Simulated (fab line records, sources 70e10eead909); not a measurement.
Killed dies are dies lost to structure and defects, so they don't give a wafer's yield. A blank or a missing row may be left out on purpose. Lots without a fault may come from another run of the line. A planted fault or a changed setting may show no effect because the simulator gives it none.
Which tool did it? | flow nand_harc | 13 lots, 39 wafers sampled, at 5 steps of a route of 1302

WHAT THE GAUGES READ, wafer by wafer
NHARC_THIN_TSV_THK_MEAS_02: measures by ir.
lot  | measured     | on            | thk_nm (nm)
L198 | day 23 23:15 | film_metro-02 | 2731 2952 3321
L199 | day 24 08:20 | film_metro-01 | 3219 3190 3110
L200 | day 24 07:07 | film_metro-02 | 3493 3508 3676
L201 | day 24 16:52 | film_metro-01 | 3098 2683 2972
L202 | day 25 17:44 | film_metro-02 | 2827 3240 3036
L203 | day 25 04:25 | film_metro-02 | 2882 2806 3108
L204 | day 26 01:43 | film_metro-01 | 2612 2735 2951
L206 | day 28 10:16 | film_metro-01 | 3140 2979 2946
L213 | day 29 19:55 | film_metro-01 | 2608 2889 2835
L214 | day 30 22:39 | film_metro-02 | 2784 2864 2964
L217 | day 33 05:38 | film_metro-01 | 3193 3150 3378
L218 | day 32 12:22 | film_metro-02 | 3050 2793 2882
L221 | day 33 06:50 | film_metro-02 | 2986 2842 3072

NHARC_END_SORT_01.
lot  | measured     | on        | killed_at_array | killed_at_other | killed_at_periphery | killed_dies | killed_open | killed_short
L200 | day 24 23:26 | prober-01 | 80 58 55        | 2 1 1           | 10 8 5              | 92 67 61    | 5 1 1       | 1 4 5
L213 | day 30 12:41 | prober-01 | 138 142 141     | 1 0 0           | 3 5 10              | 142 147 151 | 3 4 2       | 5 3 2
L214 | day 31 14:28 | prober-02 | 146 143 144     | 0 0 0           | 5 2 0               | 151 145 144 | 3 5 4       | 3 2 1

WHICH TOOL RAN EACH LOT (tool, then ch and the chambers of the sampled wafers, then the start)
lot  | NHARC_A_CHANNEL_FILL_D1_CVD_18   | NHARC_THIN_TSV_ETCHBACK_48         | NHARC_THIN_TSV_DEGAS_49
L198 | lpcvd_poly-03 ch 0, day 9 18:29  | rie_diel-09 ch 1,2,3, day 24 02:32 | pvd_sputter-03, day 24 03:04
L199 | lpcvd_poly-02 ch 0, day 10 19:02 | rie_diel-05 ch 0,2,3, day 24 11:41 | pvd_sputter-03, day 24 12:14
L200 | lpcvd_poly-02 ch 0, day 10 19:02 | rie_diel-08 ch 0,1,3, day 24 10:25 | pvd_sputter-01, day 24 10:56
L201 | lpcvd_poly-02 ch 0, day 10 19:02 | rie_diel-08 ch 0,1,3, day 24 20:10 | pvd_sputter-03, day 24 20:43
L202 | lpcvd_poly-02 ch 0, day 11 17:01 | rie_diel-05 ch 1,2,3, day 25 21:13 | pvd_sputter-01, day 25 21:44
L203 | lpcvd_poly-02 ch 0, day 11 17:01 | rie_diel-08 ch 2,3, day 25 07:42   | pvd_sputter-03, day 25 08:29
L204 | lpcvd_poly-03 ch 0, day 12 06:43 | rie_diel-05 ch 0,1, day 26 04:54   | pvd_sputter-01, day 26 05:28
L206 | lpcvd_poly-02 ch 0, day 13 09:29 | rie_diel-08 ch 0,2, day 28 13:37   | pvd_sputter-01, day 28 14:06
L213 | lpcvd_poly-02 ch 0, day 15 23:31 | rie_diel-09 ch 0,1,2, day 29 23:13 | pvd_sputter-01, day 29 23:41
L214 | lpcvd_poly-02 ch 0, day 16 19:06 | rie_diel-05 ch 0,3, day 31 01:50   | pvd_sputter-03, day 31 02:22
L217 | lpcvd_poly-03 ch 0, day 18 14:53 | rie_diel-05 ch 1,2,3, day 33 09:05 | pvd_sputter-01, day 33 09:42
L218 | lpcvd_poly-03 ch 0, day 18 14:53 | rie_diel-05 ch 1,2,3, day 32 15:40 | pvd_sputter-01, day 32 16:22
L221 | lpcvd_poly-03 ch 0, day 19 10:13 | rie_diel-08 ch 2,3, day 33 10:08   | pvd_sputter-02, day 33 10:40
- NHARC_A_CHANNEL_FILL_D1_CVD_18: deposits poly-Si, target thk 3 nm.
- NHARC_THIN_TSV_ETCHBACK_48: etches the open film in C4F8/Ar, target depth 1028.5 nm, time 405.17 s.
- NHARC_THIN_TSV_DEGAS_49: time 120 s.

WHAT THE TOOLS THEMSELVES READ (means of the sampled wafers that have a number; where no wafer has one, the mark that the record gives instead)
NHARC_A_CHANNEL_FILL_D1_CVD_18.
lot  | tool          | zone_power_top_pct (%)
L198 | lpcvd_poly-03 | 16.0
L199 | lpcvd_poly-02 | 14.4
L200 | lpcvd_poly-02 | 14.3
L201 | lpcvd_poly-02 | 14.3
L202 | lpcvd_poly-02 | 14.1
L203 | lpcvd_poly-02 | 14.2
L204 | lpcvd_poly-03 | 16.0
L206 | lpcvd_poly-02 | 14.5
L213 | lpcvd_poly-02 | 14.2
L214 | lpcvd_poly-02 | 14.4
L217 | lpcvd_poly-03 | 15.8
L218 | lpcvd_poly-03 | 15.9
L221 | lpcvd_poly-03 | 16.1

NHARC_THIN_TSV_ETCHBACK_48.
lot  | tool        | bias_w (W) | oes_product_au (a.u.) | rf_vpp_V (V)
L198 | rie_diel-09 | 299.7      | 0.92                  | 547.1
L199 | rie_diel-05 | 299.8      | 0.93                  | 550.0
L200 | rie_diel-08 | 299.7      | 0.95                  | 550.0
L201 | rie_diel-08 | 299.7      | 1.00                  | 549.6
L202 | rie_diel-05 | 299.5      | 0.99                  | 550.4
L203 | rie_diel-08 | 299.5      | 0.98                  | 549.1
L204 | rie_diel-05 | 300.5      | 0.99                  | 548.5
L206 | rie_diel-08 | 299.6      | 0.93                  | 548.2
L213 | rie_diel-09 | 300.4      | 1.00                  | 548.6
L214 | rie_diel-05 | 299.7      | 0.93                  | 549.2
L217 | rie_diel-05 | 299.9      | 0.96                  | 550.7
L218 | rie_diel-05 | 300.8      | 0.92                  | 550.7
L221 | rie_diel-08 | 300.0      | 0.93                  | 548.9

NHARC_THIN_TSV_DEGAS_49.
lot  | tool           | heater_power_w (W)
L198 | pvd_sputter-03 | 433
L199 | pvd_sputter-03 | 432
L200 | pvd_sputter-01 | 529
L201 | pvd_sputter-03 | 423
L202 | pvd_sputter-01 | 530
L203 | pvd_sputter-03 | 439
L204 | pvd_sputter-01 | 514
L206 | pvd_sputter-01 | 536
L213 | pvd_sputter-01 | 504
L214 | pvd_sputter-03 | 440
L217 | pvd_sputter-01 | 499
L218 | pvd_sputter-01 | 532
L221 | pvd_sputter-02 | 496

THE ANSWER, worked out from the rows above alone
Rule: what is usual is taken from the lots themselves. Put in order of their means at a reading, lots are off if they are a third of the lots or fewer, leave a main group of 4 or more, and stand apart from it by a gap of 3 or more times the standard deviation of the main group's means; of several such gaps the widest counts. A main group whose means are all the same, to the digits that the tables above print for the reading, isn't used. A lot without any number at a reading at which 4 lots or more have one is off too. The other lots that the step has rows for count as sound. The gauges are gone through in route order, then the tools' own readings, and for those a lot's mean is taken as printed above. The first step at which some lot is off is used, and at that step the reading that is off furthest; a lot without a number counts as furthest.
No lot is off at any reading shown: from this, nothing can be told.

WHAT THE SIMULATOR HAD PUT IN
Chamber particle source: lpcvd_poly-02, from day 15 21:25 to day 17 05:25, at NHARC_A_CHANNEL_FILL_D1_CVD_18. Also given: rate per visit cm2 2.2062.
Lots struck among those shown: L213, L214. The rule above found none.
